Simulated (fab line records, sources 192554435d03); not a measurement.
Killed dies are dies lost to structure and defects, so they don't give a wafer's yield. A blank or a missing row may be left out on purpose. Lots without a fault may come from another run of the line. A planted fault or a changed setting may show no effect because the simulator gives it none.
Which tool did it? | flow n5_finfet | 11 lots, 31 wafers sampled, at 5 steps of a route of 1938

WHAT THE GAUGES READ, wafer by wafer
N5_BEOL_M13_CD_MEAS_17: target cd 190 nm.
lot  | measured     | on        | cd_nm (nm)
L896 | day 11 06:29 | cd_sem-03 | 189.5 188.6 189.0
L897 | day 12 12:51 | cd_sem-03 | 191.8 192.5 190.0
L898 | day 12 13:25 | cd_sem-02 | 190.0 188.1 191.1
L902 | day 13 14:17 | cd_sem-01 | 190.5 188.3 192.5
L905 | day 13 19:55 | cd_sem-03 | 188.3 186.0 188.3
L903 | day 14 01:19 | cd_sem-01 | 188.7 188.2 187.0
L906 | day 14 06:00 | cd_sem-01 | 185.0 185.8
L908 | day 14 19:59 | cd_sem-02 | 188.6 189.1 188.5
L909 | day 14 21:54 | cd_sem-02 | 190.2 188.7 190.7
L915 | day 16 18:08 | cd_sem-01 | 187.8 186.0 187.5
L916 | day 17 12:31 | cd_sem-01 | 189.8 189.0

N5_BEOL_M13_CD_MEAS_28: target cd 209.5 nm.
lot  | measured     | on        | cd_nm (nm)
L896 | day 11 06:56 | cd_sem-03 | 206.8 207.9 208.8
L897 | day 12 13:11 | cd_sem-01 | 209.1 207.4 207.9
L898 | day 12 13:52 | cd_sem-01 | 207.1 210.6 208.7
L902 | day 13 14:36 | cd_sem-01 | 208.0 206.5 207.6
L905 | day 13 20:14 | cd_sem-01 | 207.7 208.6 209.8
L903 | day 14 01:40 | cd_sem-01 | 208.3 209.5 208.4
L906 | day 14 06:19 | cd_sem-03 | 210.2 209.4
L908 | day 14 20:19 | cd_sem-03 | 214.4 214.4 212.9
L909 | day 14 22:22 | cd_sem-03 | 214.1 215.4 213.3
L915 | day 16 18:35 | cd_sem-03 | 209.6 207.6 209.7
L916 | day 17 12:51 | cd_sem-03 | 209.6 209.1

N5_BEOL_M13_INSPECT_30: inspects for defects (macro).
lot  | measured     | on                | raw_defect_count
L896 | day 11 06:59 | defect_inspect-02 | 3 2 4
L897 | day 12 13:14 | defect_inspect-01 | 1 2 2
L898 | day 12 13:56 | defect_inspect-01 | 2 3 4
L902 | day 13 14:40 | defect_inspect-02 | 4 3 0
L905 | day 13 20:17 | defect_inspect-02 | 1 3 2
L903 | day 14 01:43 | defect_inspect-01 | 0 4 2
L906 | day 14 06:23 | defect_inspect-01 | 1 2
L908 | day 14 20:22 | defect_inspect-01 | 2 2 0
L909 | day 14 22:25 | defect_inspect-02 | 1 3 2
L915 | day 16 18:38 | defect_inspect-01 | 1 2 3
L916 | day 17 12:54 | defect_inspect-02 | 2 3

WHICH TOOL RAN EACH LOT (tool, then ch and the chambers of the sampled wafers, then the start)
lot  | N5_BEOL_M13_VIA_ETCH_16            | N5_BEOL_M13_PEB_26
L896 | rie_diel-05 ch 0,3, day 11 05:57   | litho_track-03 ch 0, day 11 06:49
L897 | rie_diel-01 ch 0,1, day 12 12:25   | litho_track-02 ch 0, day 12 13:04
L898 | rie_diel-01 ch 0,3, day 12 12:57   | litho_track-02 ch 0, day 12 13:46
L902 | rie_diel-05 ch 1,2, day 13 13:50   | litho_track-01 ch 0, day 13 14:29
L905 | rie_diel-01 ch 1,2,3, day 13 19:28 | litho_track-02 ch 0, day 13 20:07
L903 | rie_diel-01 ch 0,1,3, day 14 00:52 | litho_track-01 ch 0, day 14 01:32
L906 | rie_diel-01 ch 0,3, day 14 05:33   | litho_track-01 ch 0, day 14 06:13
L908 | rie_diel-06 ch 0,1,3, day 14 19:33 | litho_track-01 ch 0, day 14 20:13
L909 | rie_diel-05 ch 0,2,3, day 14 21:28 | litho_track-01 ch 0, day 14 22:14
L915 | rie_diel-01 ch 1,2, day 16 17:41   | litho_track-02 ch 0, day 16 18:28
L916 | rie_diel-05 ch 0,2, day 17 12:05   | litho_track-02 ch 0, day 17 12:44
- N5_BEOL_M13_VIA_ETCH_16: etches SiOC in C4F8/O2/Ar, target depth 921.7 nm.
- N5_BEOL_M13_PEB_26: peb time 90 s.

WHAT THE TOOLS THEMSELVES READ (means of the sampled wafers that have a number; where no wafer has one, the mark that the record gives instead)
N5_BEOL_M13_VIA_ETCH_16.
lot  | tool        | C4F8_flow_sccm (sccm) | drypump_motor_current_A (A) | mfc_ar_sccm (sccm) | oes_product_au (a.u.) | rf_vpp_V (V) | showerhead_plenum_p_Torr (Torr) | throttle_valve_pct (%)
L896 | rie_diel-05 | 14.99                 | 5.7                         | 400.6              | 0.63                  | 665.4        | 3.44                            | 24.33
L897 | rie_diel-01 | 15.00                 | 6.0                         | 400.3              | 0.83                  | 667.3        | 3.46                            | 24.13
L898 | rie_diel-01 | 15.05                 | 5.9                         | 400.9              | 0.68                  | 667.0        | 3.49                            | 23.99
L902 | rie_diel-05 | 15.01                 | 5.5                         | 400.9              | 0.72                  | 666.5        | 3.44                            | 24.11
L905 | rie_diel-01 | 15.02                 | 5.7                         | 399.7              | 0.78                  | 666.0        | 3.44                            | 24.04
L903 | rie_diel-01 | 15.03                 | 5.9                         | 400.2              | 0.74                  | 666.8        | 3.46                            | 24.07
L906 | rie_diel-01 | 15.01                 | 5.9                         | 400.0              | 0.69                  | 667.5        | 3.46                            | 24.03
L908 | rie_diel-06 | 14.97                 | 5.5                         | 399.9              | 0.71                  | 665.8        | 3.44                            | 24.17
L909 | rie_diel-05 | 14.99                 | 5.7                         | 399.3              | 0.73                  | 666.1        | 3.45                            | 24.21
L915 | rie_diel-01 | 14.97                 | 5.8                         | 400.2              | 0.79                  | 666.0        | 3.42                            | 24.14
L916 | rie_diel-05 | 15.04                 | 5.8                         | 400.9              | 0.67                  | 667.9        | 3.49                            | 24.29

N5_BEOL_M13_PEB_26.
lot  | tool           | chill_plate_temp_C (C) | exhaust_pa (Pa)
L896 | litho_track-03 | 23.04                  | 45.9
L897 | litho_track-02 | 22.80                  | 45.8
L898 | litho_track-02 | 22.97                  | 45.8
L902 | litho_track-01 | 22.98                  | 45.7
L905 | litho_track-02 | 23.07                  | 44.5
L903 | litho_track-01 | 22.90                  | 44.6
L906 | litho_track-01 | 23.00                  | 45.2
L908 | litho_track-01 | 23.06                  | 45.5
L909 | litho_track-01 | 23.02                  | 45.1
L915 | litho_track-02 | 23.12                  | 45.8
L916 | litho_track-02 | 22.93                  | 43.7

THE ANSWER, worked out from the rows above alone
Rule: what is usual is taken from the lots themselves. Put in order of their means at a reading, lots are off if they are a third of the lots or fewer, leave a main group of 4 or more, and stand apart from it by a gap of 3 or more times the standard deviation of the main group's means; of several such gaps the widest counts. A main group whose means are all the same, to the digits that the tables above print for the reading, isn't used. A lot without any number at a reading at which 4 lots or more have one is off too. The other lots that the step has rows for count as sound. The gauges are gone through in route order, then the tools' own readings, and for those a lot's mean is taken as printed above. The first step at which some lot is off is used, and at that step the reading that is off furthest; a lot without a number counts as furthest.
Off: L908, L909, at N5_BEOL_M13_CD_MEAS_28 (cd_nm). The main group: mean 208.6 nm, standard deviation 0.71.
A tool fits if, at a process step before that reading, it ran every lot that is off, and no sound lot after the first of them. The gauges at N5_BEOL_M13_CD_MEAS_28 are tried like those tools. One fits: litho_track-01 at N5_BEOL_M13_PEB_26. Its last sound lot is L906 (day 14 06:13), its first lot that is off L908 (day 14 20:13): a fault that began between those two fits.

WHAT THE SIMULATOR HAD PUT IN
Process parameter drift: litho_track-01, from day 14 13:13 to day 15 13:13, at N5_BEOL_M13_PEB_26. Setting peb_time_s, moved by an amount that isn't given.
Lots struck among those shown: L908, L909. The rule above found the same.
